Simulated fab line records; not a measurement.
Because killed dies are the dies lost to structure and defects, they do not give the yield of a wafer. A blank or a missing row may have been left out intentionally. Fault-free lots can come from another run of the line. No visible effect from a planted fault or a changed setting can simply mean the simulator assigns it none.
fab line records ; flow n5_finfet
[record] lots = 5; wafers = 15; last_day = 17
route steps=1938 shown BEOL_M1@767 BEOL_M4@1111 PASSIVATION@1936
lots that met no fault: taken from a fault-free run of the same line
start_h: hours from the record's opening day to when the first of the lot's shown wafers began ; wait_h: how many hours have passed since the lot's step before this one ; " the same as in the row above ; L1.1+2: a single row standing in for several wafers ; - no value, or no start given ; * or withheld: withheld ; < > ~ a bound
route shown NAME@n: names a module that has steps shown in the file, with the first one's number in the route ; usual: the fault-free wafers' mean and standard deviation ; same: alike in all rows ; chamber/n: place in a boat ; sites: per-site readings ; _std_site: their standard deviation ; _edge_site: the outer-site mean with the inner-site mean subtracted ; radius_mm: for every site, how far away it sits from the centre of the wafer ; mask NAME#n: copy n ; behind: the last tool/chamber to shape the wafer ; hold: reason for holding the lot/hours on hold/outcome of the hold ; device: names the non-switching transistor (n, p or np) ; end of line: tests run on the same wafers once the route is complete ; where a step has no rows: the recipe by itself ; killed: dies lost to structure and defects at the first sort, not the wafer's yield ; map: the dies of a wafer, with x for killed, . for not killed, _ for no die there
set.NAME: the setting the step ran with; set.NAME@STEP: the setting that earlier step ran with ; model.NAME: the simulator's own value behind a step, which no gauge read
lots seen at some steps along the route; tables by step, rows by wafer
services: a tool's chamber out of use, with start hour (start_h, from the record's first day; less than 0 if before it), hours out, and reason
[[steps]]
[step N5_BEOL_M1_DESCUM_16]
[recipe] chemistry = O2; time_s = 7; source_power_w = 50; bias_power_w = 20; pressure_mtorr = 20; rf_frequency_hz = 2.712e+07; temp_c = 40; resist = CAR-EUV; o2_flow_sccm = 225
[step N5_BEOL_M1_ETCH_74]
[recipe] chemistry = N2/H2; target = underlayer; target_depth_a = 65; mask_material = CAR-EUV; time_s = 5.2; ion_energy_ev = 200; pressure_mtorr = 30; source_w = 840; bias_w = 150; n2_flow_sccm = 200; h2_flow_sccm = 200; ends = cleared
[step N5_BEOL_M1_ETCH_63]
[recipe] chemistry = CF4; target = SiARC; target_depth_a = 156; mask_material = CAR-EUV; time_s = 26; ion_energy_ev = 80; pressure_mtorr = 40; source_w = 545; bias_w = 36; Ar_flow_sccm = 100; cf4_flow_sccm = 100; ends = cleared
[step N5_BEOL_M1_ETCH_64]
[recipe] chemistry = N2/H2; target = SOC; target_depth_a = 750; overetch_a = 150; mask_material = SiARC; temp_c = 40; time_s = 112.5; ion_energy_ev = 200; pressure_mtorr = 30; source_w = 840; bias_w = 150; n2_flow_sccm = 200; h2_flow_sccm = 200
[step N5_BEOL_M1_STRIP_65]
[recipe] chemistry = N2/H2; temp_c = 40; n2_flow_sccm = 200; h2_flow_sccm = 200; rf_frequency_hz = 6e+07
[step N5_BEOL_M1_STRIP_75]
[recipe] chemistry = N2/H2; temp_c = 40; n2_flow_sccm = 200; h2_flow_sccm = 200; rf_frequency_hz = 6e+07
[step N5_BEOL_M1_STRIP_66]
[recipe] chemistry = CF4; resist = SiARC; power_w = 300; bias_power_w = 75; pressure_mtorr = 50; cf4_flow_sccm = 150; rf_frequency_hz = 6e+07
[step N5_BEOL_M1_HM_OPEN_17]
[recipe] chemistry = Cl2/BCl3; target_depth_a = 200; overetch_a = 60; target = TiN; mask_material = SOC; ion_energy_ev = 150; pressure_mtorr = 10; icp_w = 1000; bias_w = 126; Cl2_flow_sccm = 53.25; bcl3_flow_sccm = 21.75; Ar_flow_sccm = 25
[step N5_BEOL_M1_STRIP_19]
[recipe] chemistry = O2; power_w = 400; temp_c = 40; pressure_mtorr = 30; rf_frequency_hz = 6e+07; bias_power_w = 0; overash_fraction = 0.2; o2_flow_sccm = 225
[step N5_BEOL_M1_COAT_67]
[recipe] resist = SOC; temp_c = 250; time_s = 60; spin_rpm = 1500; resist_thk_nm = 60
[usual] heater_power_total_W = 500.5/1.8; plate_temp_C = 250.04/0.17; spin_speed_rpm = 1499.8/0.9
lot.wafer;tool;chamber;start_h;wait_h;heater_power_total_W;plate_temp_C;spin_speed_rpm
L431.1;litho_track-04;0;134.73;0.0;498.8;250.23;1499.0
L431.2;litho_track-04;0;134.73;0.0;497.8;250.03;1499.7
L431.5;litho_track-04;0;134.73;0.0;502.3;250.02;1498.1
L442.3;litho_track-04;0;204.64;0.0;510.0;253.68;1499.2
L442.4;litho_track-04;0;204.64;0.0;508.0;253.58;1500.6
L442.6;litho_track-04;0;204.64;0.0;511.8;253.69;1499.5
L443.1;litho_track-04;0;210.07;0.0;509.8;253.67;1499.2
L443.3;litho_track-04;0;210.07;0.0;511.8;253.91;1500.1
L443.5;litho_track-04;0;210.07;0.0;507.9;253.95;1500.6
L445.1;litho_track-04;0;222.70;0.0;509.6;253.68;1499.6
L445.3;litho_track-04;0;222.70;0.0;511.1;254.01;1499.9
L445.5;litho_track-04;0;222.70;0.0;511.0;253.48;1498.5
L449.1;litho_track-02;0;244.53;0.0;500.0;249.88;1500.1
L449.2;litho_track-02;0;244.53;0.0;499.4;249.83;1501.0
L449.6;litho_track-02;0;244.53;0.0;500.2;249.76;1499.3
[step N5_BEOL_M1_COAT_68]
[recipe] resist = SiARC; temp_c = 220; time_s = 60; spin_rpm = 1500; resist_thk_nm = 12
[step N5_BEOL_M4_RC_MEAS_101]
[usual] DIBL_N = 35.4/2.1; DIBL_P = 34.8/2.6; IOFF_N = 0.15/0.037; IOFF_P = 0.19/0.037; ION_N = 677/16; ION_P = 462/9.3; SS_N = 71.4/0.75; SS_P = 72.9/0.77; VT_N = 250/3.7; VT_P = -251/3.5
lot.wafer;tool;chamber;start_h;wait_h;DIBL_N[mV/V];DIBL_P[mV/V];IOFF_N[nA/um];IOFF_P[nA/um];ION_N[uA/um];ION_P[uA/um];SS_N[mV/dec];SS_P[mV/dec];VT_N[mV];VT_P[mV]
L431.1;prober-02;0;183.59;0.0;31.6;28.4;0.09;0.16;664;473;70.1;72.4;255;-252
L431.2;prober-02;0;183.59;0.0;35.5;33.2;0.14;0.21;680;470;71.0;72.9;250;-249
L431.5;prober-02;0;183.59;0.0;34.3;31.4;0.13;0.18;680;463;70.9;72.7;248;-249
L443.1;prober-01;0;252.68;0.0;33.1;30.6;0.10;0.15;659;451;71.0;72.1;258;-251
L443.3;prober-01;0;252.68;0.0;38.2;37.7;0.21;0.27;674;465;71.9;74.2;246;-246
L443.5;prober-01;0;252.68;0.0;35.0;35.3;0.15;0.22;677;465;71.0;73.6;246;-248
L442.3;prober-02;0;258.64;0.3;32.9;32.4;0.14;0.18;687;467;70.5;72.3;247;-249
L442.4;prober-02;0;258.64;0.3;33.6;32.4;0.14;0.18;691;469;71.7;72.3;247;-252
L442.6;prober-02;0;258.64;0.3;37.6;36.2;0.22;0.23;688;464;72.7;73.0;245;-248
L445.1;prober-02;0;260.65;0.0;36.6;35.0;0.14;0.18;642;445;71.3;73.3;252;-255
L445.3;prober-02;0;260.65;0.0;35.0;32.9;0.11;0.13;649;440;71.7;71.8;257;-259
L445.5;prober-02;0;260.65;0.0;38.2;37.5;0.18;0.20;656;450;72.4;73.2;252;-254
L449.1;prober-01;0;286.34;0.0;35.6;35.4;0.15;0.19;678;460;72.1;72.7;250;-251
L449.2;prober-01;0;286.34;0.0;34.9;35.1;0.15;0.18;677;463;71.4;72.9;250;-250
L449.6;prober-01;0;286.34;0.0;34.7;34.9;0.14;0.19;680;466;71.5;73.0;248;-251
[step N5_PASSIVATION_PROBE_49]
[usual] defect_limited_yield = 90.5/1.7; killed_at_M0_to_M3 = 37/12; killed_at_M4_up = 14/5.2; killed_at_contacts = 12/5.9; killed_at_front_end = 45/14; killed_at_other = 3.5/2.8; killed_dies = 112/21; killed_open = 73/15; killed_short = 36/8.9; sort_bin_5_function = 5.6/1.2; sort_bin_6_memory = 3.5/0.68; sort_bin_8_speed = 0.01/0.1; sort_n_pass = 1068/21; sort_yield_pct = 90.5/1.8
[same] gross_dies = 1180; killed_at_back_side = 0; sort_bin_4_leakage[%] = 0
lot.wafer;tool;chamber;start_h;wait_h;defect_limited_yield[%];killed_at_M0_to_M3;killed_at_M4_up;killed_at_contacts;killed_at_front_end;killed_at_other;killed_dies;killed_open;killed_short;sort_bin_5_function[%];sort_bin_6_memory[%];sort_bin_8_speed[%];sort_n_pass;sort_yield_pct[%]
L443.3;prober-01;-;367.99;0.1;92.3;27;23;5;31;5;91;61;27;4.7;2.8;0;1089;92.3
// killed by level:class
L443.3 FIN_SAQP:geometric_particle:open=10 STI_FIN_REVEAL:geometric_particle:open=9 BEOL_M1:geometric_particle:open=7 BEOL_M4:geometric_particle:open=7 BEOL_M2:geometric_particle:open=6 BEOL_M0_SAQP:geometric_particle:short=4 BEOL_M4:geometric_particle:short=4 GATE_CUT:geometric_particle:short=3
[[services]]
tool;chamber;start_h;hours;kind
litho_track-04;-;111.76;-;consumable_replace:filter
[[key]]
[first_sign] step = N5_BEOL_M1_COAT_67; reading = plate_temp_C; direction = up; sigmas = 21; usual = *; struck = *
[effect] step = N5_BEOL_M1_COAT_67; reading = heater_power_total_W; direction = up; sigmas = 5.4; usual = *; struck = *
met_at N5_BEOL_M1_COAT_67
struck_wafers L442.3,L442.4,L442.6,L443.1,L443.3,L443.5,L445.1,L445.3,L445.5
onset_between 134.73 204.64
[fault] kind = process_parameter_drift; tool = litho_track-04; chamber = -; onset_h = 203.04; steps = N5_BEOL_M1_COAT_67; channel = temp_c; offset = *; shape = step; end_h = 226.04; acts_in = *; stated = *
